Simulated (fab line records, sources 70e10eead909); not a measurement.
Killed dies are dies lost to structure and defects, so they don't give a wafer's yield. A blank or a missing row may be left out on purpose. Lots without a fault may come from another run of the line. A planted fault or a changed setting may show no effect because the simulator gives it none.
fab line records | flow nand_harc | part 2 of 2: steps 5 to 6 of 6
record lots=24 wafers=72 last_day=33
route steps=1302 shown A_SGD_CUT@915 A_SLIT@923 A_WL_FILL@954
lots that met no fault: from a run of the same line without faults
start_h: hours from the record's first day to the start of the lot's first wafer shown | wait_h: hours since the lot's step before | " the same as in the row above | L1.1+2: a row that stands for several wafers | - no value, or no start given | * or withheld: withheld | < > ~ a bound
route shown NAME@n: a module of which the file shows steps, and the number in the route of the first | usual: mean/standard deviation of fault-free wafers | same: alike in all rows | chamber/n: place in a boat | sites: the reading at each site | _std_site: their standard deviation | _edge_site: outer sites' mean less inner sites' | radius_mm: how far each site lies from the wafer's centre | mask NAME#n: copy n | behind: the tool/chamber that last shaped the wafer | hold: why the lot was held/for how many hours/how that ended | device: the transistor (n, p or np) that didn't switch | end of line: the same wafers' tests at the end of the route | a step without rows: its recipe alone | killed: dies lost to structure and defects at the first sort, not the wafer's yield | map: a wafer's dies, x killed, . not, _ none there
set.NAME: the setting as run; set.NAME@STEP: as run at that earlier step | model.NAME: the simulator's own value behind a step, which no gauge read
steps of the route over a sample of lots; a table a step, a row a wafer
services: from which hour (start_h, from the record's first day; less than 0 if before it) a tool's chamber was out of use, for how many hours, and why
## steps
# step NHARC_A_WL_FILL_STRIP_29
# recipe time_s=20 o2_flow_sccm=500 ar_flow_sccm=0 bias_w=0 chemistry=O2
# usual drypump_motor_current_A=5.8/0.57 o2_flow_sccm=499.7/1.4 oes_product_au=1.000/0.0078 rf_vpp_V=57.9/0.97 showerhead_plenum_p_Torr=3.57/0.14 throttle_valve_pct=17.036/0.01
# columns lot.wafer tool chamber start_h wait_h drypump_motor_current_A o2_flow_sccm oes_product_au rf_hours_counter_h rf_vpp_V showerhead_plenum_p_Torr throttle_valve_pct
L074.2 rie_diel-04 0 471.49 0.1 5.5 500.7 0.985 5.8 59.2 3.68 17.011
L074.4 " 3 " " 6.7 500.0 1.003 4.5 57.0 3.43 17.034
L074.5 " 1 " " 5.4 502.4 1.004 - 57.9 3.55 17.055
L075.2 rie_diel-05 1 474.25 0.1 6.4 498.0 1.009 1.9 58.5 3.73 17.025
L075.3 " 0 " " 4.9 498.3 1.001 2.2 58.1 3.45 17.037
L075.6 " 2 " " 6.0 497.5 0.990 - 55.4 3.31 17.035
L076.1 rie_diel-07 0 490.41 0.1 4.8 499.6 1.006 0.1 60.4 3.54 17.024
L076.2 " 1 " " 6.0 498.3 0.989 0.1 58.6 3.75 17.027
L076.3 " 2 " " 6.0 500.2 1.003 0.0 57.6 3.60 17.034
L077.2 rie_diel-04 2 512.32 0.1 6.3 497.5 0.995 7.4 59.9 3.78 17.019
L077.1 " 1 " " 5.4 500.2 0.987 6.8 56.3 3.55 17.036
L077.5 " 3 " " 6.7 503.0 0.989 - 56.7 3.43 17.030
L078.4 rie_diel-07 2 519.62 0.1 6.0 499.3 1.023 1.1 59.4 3.60 17.062
L078.3 " 3 " " 6.1 499.4 1.006 1.1 56.1 3.42 17.020
L078.6 " 1 " " 6.0 501.4 1.009 - 56.4 3.75 17.041
L080.3 rie_diel-07 0 527.68 0.1 4.8 500.8 1.002 1.3 57.0 3.54 17.034
L080.1 " 1 " " 5.9 498.4 0.993 1.3 58.9 3.75 17.056
L080.5 " 0 " " 4.8 498.2 1.004 - 58.2 3.54 17.029
L079.1 rie_diel-05 2 532.92 0.1 6.0 497.7 0.992 4.0 57.4 3.31 17.009
L079.4 " 3 " " 5.6 500.3 0.996 3.4 56.5 3.59 17.028
L079.3 " 0 " " 4.9 498.9 0.989 3.9 57.7 3.45 17.030
L081.3 rie_diel-07 0 559.10 0.1 4.8 501.5 1.009 2.0 59.9 3.54 17.037
L081.5 " 1 " " 6.0 497.5 1.000 - 57.9 3.75 17.024
L081.6 " 2 " " 6.0 499.8 1.008 - 57.2 3.59 17.033
L082.3 rie_diel-05 1 559.19 0.1 6.4 498.8 0.993 4.2 59.2 3.73 17.051
L082.4 " 0 " " 4.9 500.3 0.990 4.6 56.2 3.45 17.025
L082.6 " 1 " " 6.4 499.5 1.001 - 56.5 3.73 17.034
L083.3 rie_diel-07 0 559.81 0.1 4.8 499.1 1.015 2.0 57.0 3.54 17.041
L083.4 " 2 " " 6.0 501.2 1.005 1.7 57.4 3.60 17.051
L083.2 " 3 " " 6.1 501.6 1.013 1.8 56.3 3.42 17.041
L084.1 rie_diel-07 0 590.51 0.1 4.8 498.9 1.010 3.2 57.8 3.53 17.050
L084.5 " 0 " " 4.8 499.4 1.015 - 57.6 3.53 17.045
L084.6 " 1 " " 6.0 499.1 0.990 - 57.2 3.75 17.037
L085.4 rie_diel-04 2 590.54 0.1 6.3 500.7 1.007 2.8 59.1 3.77 17.031
L085.1 " 3 " " 6.7 499.9 0.995 2.9 58.7 3.43 17.043
L085.6 " 3 " " 6.7 497.3 1.000 - 57.2 3.43 17.043
L086.3 rie_diel-04 0 596.17 0.1 5.4 499.4 1.005 2.8 58.3 3.68 17.033
L086.4 " 1 " " 5.4 500.2 1.006 2.8 58.6 3.55 17.052
L086.6 " 1 " " 5.4 498.5 1.004 - 58.1 3.55 17.053
L087.4 rie_diel-05 0 604.72 0.1 4.9 497.7 1.001 0.6 56.8 3.45 17.041
L087.3 " 2 " " 6.0 499.5 1.003 0.8 57.0 3.31 17.027
L087.6 " 0 " " 4.9 497.0 1.012 - 57.6 3.45 17.042
L089.3 rie_diel-05 0 615.28 0.1 4.9 501.9 0.983 0.7 56.0 3.45 17.026
L089.5 " 0 " " 4.9 500.0 0.996 - 58.8 3.45 17.042
L089.6 " 1 " " 6.4 500.3 1.002 - 58.5 3.73 17.017
L088.2 rie_diel-04 2 615.54 0.1 6.3 499.8 1.000 4.0 58.4 3.77 17.037
L088.3 " 0 " " 5.4 500.9 1.002 3.4 59.7 3.68 17.051
L088.5 " 2 " " 6.3 498.8 0.998 - 58.3 3.77 17.003
L091.2 rie_diel-04 3 642.95 0.1 6.7 499.9 1.005 5.3 55.8 3.43 17.042
L091.6 " 3 " " 6.7 500.3 1.005 - 56.9 3.43 17.042
L091.5 " 0 " " 5.5 498.5 1.000 - 59.3 3.68 17.050
L090.2 rie_diel-04 3 646.89 0.1 6.6 500.9 0.998 5.4 58.3 3.43 17.027
L090.5 " 0 " " 5.4 499.1 0.988 - 57.8 3.68 17.036
L090.6 " 1 " " 5.4 499.0 1.000 - 58.2 3.55 17.040
L092.4 rie_diel-05 2 670.90 0.1 6.0 499.4 0.993 2.5 56.7 3.31 17.035
L092.2 " 3 " " 5.6 498.8 0.995 2.6 56.6 3.59 17.047
L092.5 " 0 " " 4.9 500.1 0.999 - 58.0 3.45 17.023
L093.2 rie_diel-04 0 676.20 0.1 5.4 500.6 0.997 7.2 57.9 3.68 17.038
L093.1 " 2 " " 6.3 500.8 1.009 7.7 58.3 3.77 17.045
L093.5 " 0 " " 5.4 500.9 0.991 - 58.5 3.68 17.045
L096.4 rie_diel-07 2 690.69 0.1 5.9 498.8 0.988 0.8 59.1 3.59 17.027
L096.1 " 0 " " 4.8 499.3 0.994 0.7 58.3 3.53 17.033
L096.2 " 1 " " 6.0 498.9 0.992 0.8 58.1 3.75 17.025
L095.4 rie_diel-05 3 690.78 0.1 5.5 501.5 0.981 3.1 57.4 3.59 17.039
L095.6 " 3 " " 5.5 497.8 0.989 - 57.3 3.59 17.034
L095.5 " 0 " " 4.9 500.3 0.998 - 57.3 3.45 17.038
L097.1 rie_diel-04 2 692.93 0.1 6.3 501.4 0.991 8.6 58.7 3.77 17.046
L097.3 " 0 " " 5.5 499.7 1.001 7.6 57.3 3.68 17.032
L097.5 " 2 " " 6.3 500.7 0.998 - 59.2 3.77 17.057
L094.1 rie_diel-05 1 698.84 0.1 6.4 502.5 1.005 3.2 57.9 3.72 17.041
L094.3 " 2 " " 6.0 499.5 1.007 3.2 57.0 3.31 17.035
L094.5 " 1 " " 6.5 500.7 0.995 - 57.5 3.72 17.049
# step NHARC_A_WL_FILL_CMP_12
# recipe t_overpolish_s=30 target_thk_nm=100
# usual motor_current_A=12.7/0.73 overpolish_run_s=30.000/0.0095 time_to_endpoint_s=19.6/1.9
# columns lot.wafer tool chamber start_h wait_h motor_current_A overpolish_run_s time_to_endpoint_s
L074.4 cmp-02 0 477.40 0.2 11.6 29.999 21.2
L074.2 " 1 " " 12.4 30.008 21.9
L074.5 " 3 " " 14.2 30.008 21.4
L075.3 cmp-02 3 480.18 0.1 13.4 30.004 18.9
L075.2 " 0 " " 11.9 30.003 20.3
L075.6 " 1 " " 12.3 30.003 20.7
L076.2 cmp-04 3 497.50 0.2 13.8 29.999 21.6
L076.3 " 0 " " 12.8 30.004 19.7
L076.1 " 2 " " 12.1 29.997 19.6
L077.1 cmp-02 2 518.35 0.2 14.4 29.992 19.4
L077.2 " 3 " " 13.7 29.993 21.7
L077.5 " 0 " " 12.5 30.001 20.0
L078.3 cmp-04 3 525.57 0.1 13.5 30.006 17.9
L078.4 " 2 " " 12.3 29.993 20.2
L078.6 " 0 " " 12.3 30.003 19.1
L080.3 cmp-02 2 533.64 0.2 13.7 30.006 23.3
L080.1 " 3 " " 13.4 30.015 23.7
L080.5 " 0 " " 12.4 29.988 24.2
L079.1 cmp-02 3 538.85 0.1 13.5 29.996 20.4
L079.3 " 0 " " 12.4 29.977 19.5
L079.4 " 2 " " 14.2 29.989 18.3
L082.3 cmp-03 2 564.96 0.1 12.4 29.997 20.6
L082.4 " 1 " " 12.0 30.007 18.8
L082.6 " 3 " " 11.8 29.997 22.4
L081.3 cmp-04 2 564.98 0.1 11.8 29.993 20.1
L081.6 " 1 " " 12.6 30.000 20.2
L081.5 " 2 " " 12.1 29.991 22.8
L083.3 cmp-03 2 565.13 0.1 11.8 30.007 20.8
L083.4 " 3 " " 12.7 30.003 21.0
L083.2 " 0 " " 13.5 29.981 23.1
L085.4 cmp-02 1 596.47 0.1 13.1 30.010 19.8
L085.1 " 3 " " 13.6 30.002 19.3
L085.6 " 2 " " 14.0 29.979 17.4
L084.1 cmp-03 0 596.56 0.2 13.1 30.000 21.1
L084.6 " 2 " " 12.4 29.979 20.9
L084.5 " 3 " " 12.3 29.992 23.1
L086.3 cmp-02 0 602.42 0.1 11.9 29.996 21.7
L086.4 " 2 " " 13.4 29.992 20.8
L086.6 " 0 " " 11.8 29.998 24.2
L087.3 cmp-04 3 610.72 0.1 13.7 29.998 19.2
L087.4 " 1 " " 12.8 29.996 21.5
L087.6 " 3 " " 13.5 29.978 20.2
L088.2 cmp-03 2 621.21 0.2 12.6 29.998 18.6
L088.3 " 3 " " 12.0 30.011 18.6
L088.5 " 1 " " 12.2 30.003 16.5
L089.3 cmp-02 1 621.24 0.2 12.2 30.000 17.6
L089.6 " 2 " " 13.8 30.007 19.5
L089.5 " 3 " " 13.8 30.018 19.7
L091.2 cmp-03 2 649.15 0.2 12.3 30.013 20.0
L091.5 " 0 " " 13.2 30.007 18.8
L091.6 " 1 " " 12.1 30.000 18.6
L090.2 cmp-04 3 652.89 0.2 13.0 30.006 23.5
L090.5 " 2 " " 11.7 30.000 20.3
L090.6 " 3 " " 13.5 30.015 22.1
L092.4 cmp-03 3 676.88 0.1 11.8 29.996 19.9
L092.2 " 2 " " 13.2 30.004 18.5
L092.5 " 3 " " 11.4 29.993 18.5
L093.2 cmp-04 3 682.36 0.2 13.3 29.996 17.5
L093.1 " 2 " " 11.8 30.000 20.6
L093.5 " 3 " " 14.1 30.021 18.7
L096.2 cmp-02 3 696.49 0.2 13.5 30.000 19.1
L096.1 " 1 " " 12.5 30.012 16.9
L096.4 " 2 " " 13.2 30.015 18.3
L095.4 cmp-04 2 696.61 0.2 11.9 30.002 17.7
L095.5 " 3 " " 13.2 29.998 17.0
L095.6 " 0 " " 11.6 29.997 18.0
L097.1 cmp-03 2 698.85 0.2 13.1 30.002 18.3
L097.3 " 3 " " 11.7 30.005 21.0
L097.5 " 0 " " 12.7 30.004 18.6
L094.1 cmp-03 1 704.81 0.2 12.8 30.013 14.7
L094.3 " 3 " " 12.4 29.996 17.8
L094.5 " 2 " " 12.3 30.012 17.4
## services
# columns tool chamber start_h hours kind
cmp-02 - 421.99 2.3 repair
cmp-02 - 428.50 4.0 pm
rie_diel-04 1 429.84 5.4 repair
cmp-02 - 432.57 0.8 repair
rie_diel-12 - 445.40 9.0 pm
rie_diel-04 2 452.62 6.5 repair
rie_diel-04 - 472.34 0.3 repair
cmp-02 - 482.70 0.8 repair
acl_dep-03 - 485.00 13.0 pm
rie_diel-04 0 496.20 5.7 repair
rie_diel-04 3 501.64 4.6 repair
cmp-04 - 503.14 4.0 pm
cmp-02 - 515.14 0.3 repair
acl_dep-03 - 518.10 0.4 repair
ald_metal-01 - 526.00 10.0 pm
cmp-02 - 526.50 4.0 pm
rie_diel-04 - 531.94 9.0 pm
cmp-02 - 553.53 28.1 repair
acl_dep-03 - 579.38 4.1 repair
cmp-04 - 601.14 4.0 pm
cmp-04 - 620.76 1.0 repair
cmp-02 - 624.50 4.0 pm
acl_dep-03 - 667.72 13.0 pm
cmp-04 - 699.14 4.0 pm
